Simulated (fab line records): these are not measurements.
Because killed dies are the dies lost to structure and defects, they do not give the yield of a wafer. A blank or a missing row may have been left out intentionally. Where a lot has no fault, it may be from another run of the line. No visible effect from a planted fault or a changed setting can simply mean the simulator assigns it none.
Chamber matching ; flow nandHarc ; NHARC_A_STAIRCASE_DESCUM_270 on rieDiel-13 has 4 sister chambers
The step chemistry O2, time 3 s. 4 wafers are shown with their chamber, then 10 later ones without.

== WAFERS, EACH WITH ITS CHAMBER ==
wafer;chamber;drypumpMotorCurrentA (A)
L089.2;0;5.3
L088.4;3;6.1
L091.1;1;6.5
L091.4;2;4.9

== WAFERS MISSING THEIR CHAMBER ==
wafer;drypumpMotorCurrentA (A)
L091.5;6.5
L092.1;6.0
L092.2;6.5
L092.4;4.9
L094.2;6.0
L094.3;5.3
L094.5;5.3
L097.2;6.5
L097.3;4.9
L097.5;6.0

== EACH ONE'S CHAMBER ==
wafer;from the rows above;in truth
L091.5;1;1
L092.1;3;3
L092.2;1;1
L092.4;2;2
L094.2;3;3
L094.3;0;0
L094.5;0;0
L097.2;1;1
L097.3;2;2
L097.5;3;3
Placed correctly: 10 of 10. Number that these rows cannot place: 0. 0 placed wrongly.
How it was worked out, from the rows above alone: a wafer's distance from a chamber is the root of the sum, over the readings, of the square of ((its reading less the chamber's mean) divided by the reading's scatter). The wafer belongs to the nearest chamber; if the next one is less than 2 further off, it can't be placed. Each chamber's mean is taken over the wafers shown for it. The scatter (one wafer shown for each chamber): square how far every hidden wafer sits from the nearest shown wafer, average those squares and take the square root.
